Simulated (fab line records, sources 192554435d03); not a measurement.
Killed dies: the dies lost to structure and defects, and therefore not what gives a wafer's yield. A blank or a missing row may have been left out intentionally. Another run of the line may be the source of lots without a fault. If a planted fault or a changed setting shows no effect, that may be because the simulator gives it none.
Problem report in the 8D (eight disciplines) form, filled by code || flow n5Finfet || the parts of the form that need people (team, actions taken, sign-off) are left out

== 1. WHAT IS WRONG ==
Mean of killed_at_M4_up at N5_PASSIVATION_PROBE_49: 97 across 6 wafers in 2 lots; on wafers with no fault it is 13 (standard deviation 4.8). Relative to the usual mean, that is a shift of +18 standard deviations.
First seen on wafer L901.3, day 18 10:40, on prober-01. The record holds 12 wafers of 4 lots with a number at this step. Rule for "out", or "out of limits": more than 4 standard deviations from the usual mean. All remaining wafers that have a number are taken as sound.

== 2. WHAT IT IS, WHAT IT ISN'T ==
{"question": "which readings at this step", "is": "killed_at_M4_up", "is not": "killed_at_M0_to_M3, killedAtContacts, killedAtFrontEnd, killedAtOther, killedOpen, killedShort, sort_bin_8_speed"}
{"question": "which lots", "is": "L900, L901", "is not": "L885, L894"}
{"question": "which wafers of those lots", "is": "all that have a number", "is not": "-"}
{"question": "read on which tools", "is": "prober-01, prober-02", "is not": "-"}
{"question": "when", "is": "from day 18 10:40", "is not": "up to then (6 sound wafers)"}

== 3. SUSPECTS, AND WHAT RULES EACH OUT ==
Counting: a tool stays on the suspect list if, at a process step up to the reading, it processed all lots that are out and no sound lot following the first of them.
- rieDiel-05 at N5_BEOL_M10_ETCH_65 (etches SiARC in CF4, target depth 39 nm, time 65 s): kept. It ran every lot that is out, first L901 (day 15 20:25), and no sound lot after that.
- rieDiel-06 at N5_MIM_TOP_ETCH_STRIP_01 (strips in O2): kept. It ran every lot that is out, first L901 (day 17 22:55), and no sound lot after that.
What counting leaves: rieDiel-05 at N5_BEOL_M10_ETCH_65 and rieDiel-06 at N5_MIM_TOP_ETCH_STRIP_01.

== 4. THE CAUSE (what the simulator had put in) ==
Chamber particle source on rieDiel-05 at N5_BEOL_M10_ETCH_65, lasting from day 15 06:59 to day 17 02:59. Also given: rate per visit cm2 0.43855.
Counting leaves 2 suspects; this tool is one of them.

== 5. THE EFFECT CHAIN, in route order ==
Rows list readings where the struck wafers' mean (over those with a number) sits beyond 3 standard deviations from the usual. Only readings for which the record gives a usual standard deviation are gone through. hours: the time from each lot's start at the first step in this table that gives one to its start at this step, as a median over the lots. sigmas: the change in usual standard deviations.
{"hours": 0, "step": "N5_PASSIVATION_PROBE_49", "reading": "defectLimitedYield", "usual": "91.6 %", "on struck wafers": 85.4, "change": -6.2, "sigmas": -4.4}
{"hours": 0, "step": "N5_PASSIVATION_PROBE_49", "reading": "killed_at_M4_up", "usual": 13, "on struck wafers": 97, "change": "+84", "sigmas": "+18"}
{"hours": 0, "step": "N5_PASSIVATION_PROBE_49", "reading": "killedDies", "usual": 100, "on struck wafers": 172, "change": "+72", "sigmas": "+4.2"}
{"hours": 0, "step": "N5_PASSIVATION_PROBE_49", "reading": "sort_bin_5_function", "usual": "5.0 %", "on struck wafers": 9.4, "change": "+4.4", "sigmas": "+4.7"}
{"hours": 0, "step": "N5_PASSIVATION_PROBE_49", "reading": "sortNPass", "usual": 1080, "on struck wafers": 1008, "change": -72, "sigmas": -4.2}
{"hours": 0, "step": "N5_PASSIVATION_PROBE_49", "reading": "sortYieldPct", "usual": "91.6 %", "on struck wafers": 85.4, "change": -6.2, "sigmas": -4.4}
It contains these process steps:
- N5_PASSIVATION_PROBE_49

== 6. HOW IT WOULD HAVE BEEN CAUGHT EARLIER ==
76 hours passed between the start of the fault at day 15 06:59 and the first reading out of limits in this record, taken at day 18 10:40.
An alarm limit of 4 standard deviations would not have fired on the tool readings at N5_BEOL_M10_ETCH_65 for which the record gives a usual standard deviation, since none of them was out on any struck wafer.
By day 18 10:40 the whole set of lots that are out, 2 in number, had already begun N5_BEOL_M10_ETCH_65 on rieDiel-05. Tool hold at that time: it would have spared none of them.
